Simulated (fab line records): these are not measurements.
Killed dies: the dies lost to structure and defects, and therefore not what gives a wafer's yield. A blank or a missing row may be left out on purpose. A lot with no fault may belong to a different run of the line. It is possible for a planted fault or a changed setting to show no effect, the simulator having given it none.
A struck lot beside a sound one || flow n5-finfet || 22 steps out of a route of 1938
Sound: the wafers L970.2, L970.4, L970.5. Wafers struck: L968.1, L968.3, L968.5. The cause is named last.
At each step with rows: each side's tool, then ch and its chambers, then its first start. Under that, the readings that differ: sound wafers || struck wafers || difference of the means || sigmas: that difference in standard deviations of wafers without a fault.
alike: readings whose means differ by less than 2 such deviations, and words and numbers that are the same on both sides. not compared: withheld readings, readings that some wafer has no value for, bounds like >300 that may hide the same value, and numbers for which the record gives no deviation and whose values overlap.
The two part at a step that has a row with sigmas, a row that says differs or no value, or rows on one side only. Non-overlapping numbers with no deviation appear without sigmas and do not part them. Lack of a reading on every wafer of one side parts them only where that side has two or more wafers.

first, 9 steps without rows for these wafers: N5_MOL_CONTACT_COAG_CMP_23 (polishes, stops on SiO2, t overpolish 1.5 s, target thk 0 nm); N5_MOL_CONTACT_COAG_WET_ETCH_26 (target Co, target depth 13 nm); N5_MOL_CONTACT_COAG_WET_ETCH_116 (etches the open film in SC1-inhibited, target depth 4.6 nm, rinse time 30 s); N5_MOL_CONTACT_COAG_ALD_27 (deposits SiOC, target thk 17 nm, pulse time 1.5 s, time 2720 s); N5_MOL_CONTACT_COAG_CMP_28 (polishes, stops on SiNx, t overpolish 0.85 s, target thk 14.522 nm); N5_MOL_CONTACT_COAG_ALD_123 (deposits SiNx, target thk 5 nm, pulse time 1 s, purge time 2 s); N5_MOL_CONTACT_COAG_PECVD_31 (deposits SiO2 from TEOS/O2, target thk 46 nm, time 8.9 s); N5_MOL_CONTACT_COAG_COAT_75 (time 60 s, resist thk 60 nm); N5_MOL_CONTACT_COAG_COAT_76 (time 60 s, resist thk 10 nm).
N5_MOL_CONTACT_COAG_COAT_77: time 60 s, resist thk 10 nm.
  sound on litho-track-05 ch 0, day 9 07:28; struck on litho-track-01 ch 0, day 9 00:01
{"reading": "spin-speed-rpm (rpm)", "sound": "1499.7 1499.9 1497.5", "struck": "1428.0 1429.3 1429.6", "difference": -70.1, "sigmas": -76}
then, 7 steps without rows for these wafers: N5_MOL_CONTACT_COAG_COAT_78 (resist thk 40 nm); N5_MOL_CONTACT_COAG_EBR_80; N5_MOL_CONTACT_COAG_SOFTBAKE_79 (time 60 s); N5_MOL_CONTACT_COAG_EXPOSE_81 (exposes mask VG, defocus 0 nm); N5_MOL_CONTACT_COAG_PEB_82 (peb time 60 s); N5_MOL_CONTACT_COAG_DEVELOP_83 (develop time 30 s); N5_MOL_CONTACT_COAG_DESCUM_88 (chemistry O2, time 7 s).
N5_MOL_CONTACT_COAG_ETCH_89: etches underlayer in N2/H2, target depth 13 nm, time 10.4 s.
  sound on rie-diel-03 ch 0,1,2, day 9 07:56; struck on rie-diel-01 ch 0,2, day 9 00:34
{"reading": "model.etch.depth-nm (nm)", "sound": "10.02 10 10.01", "struck": "10.23 10.24 10.27", "difference": "+0.24", "sigmas": ""}
  alike: drypump-motor-current-A, etch-rf-on-time-s, oes-product-au, rf-vpp-V, showerhead-plenum-p-Torr, throttle-valve-pct
  not compared: rf-hours-counter-h, model.CAR-EUV_of_MOL_CONTACT_COAG_COAT_78.thk-nm
N5_MOL_CONTACT_COAG_ETCH_90: etches SiARC in CF4, target depth 13 nm, time 21.7 s.
  sound on rie-diel-03 ch 0,1,2, day 9 07:58; struck on rie-diel-01 ch 0,2, day 9 00:35
  alike: drypump-motor-current-A, etch-rf-on-time-s, oes-product-au, rf-vpp-V, showerhead-plenum-p-Torr, throttle-valve-pct
  not compared: rf-hours-counter-h, model.CAR-EUV_of_MOL_CONTACT_COAG_COAT_78.thk-nm
then, 1 step without rows for these wafers: N5_MOL_CONTACT_COAG_ALD_131 (deposits SiO2, target thk 5 nm, pulse time 1 s, co reactant pulse time 1 s).
-- here the record skips 3 days between the struck wafers' starts before and after, leaving off in module MOL_CONTACT_COAG and picking up in module BEOL_M4 (first step shown: number 1111 of the route) --
N5_BEOL_M4_RC_MEAS_101:
  sound on prober-02 ch 0, day 12 08:26; struck on prober-02 ch 0, day 12 00:11
  alike: DIBL_N, DIBL_P, IOFF_N, IOFF_P, ION_N, ION_P, SS_N, SS_P, VT_N, VT_P
N5_PASSIVATION_PROBE_49:
  the record has rows for the sound wafers here (prober-02, day 17 01:45) and none for the struck ones

WHERE THEY PART
Earliest at N5_MOL_CONTACT_COAG_COAT_77; latest, in this record, at N5_PASSIVATION_PROBE_49.

WHY: whatever the simulator had introduced
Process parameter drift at N5_MOL_CONTACT_COAG_COAT_77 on litho-track-01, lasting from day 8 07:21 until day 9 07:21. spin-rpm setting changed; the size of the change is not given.
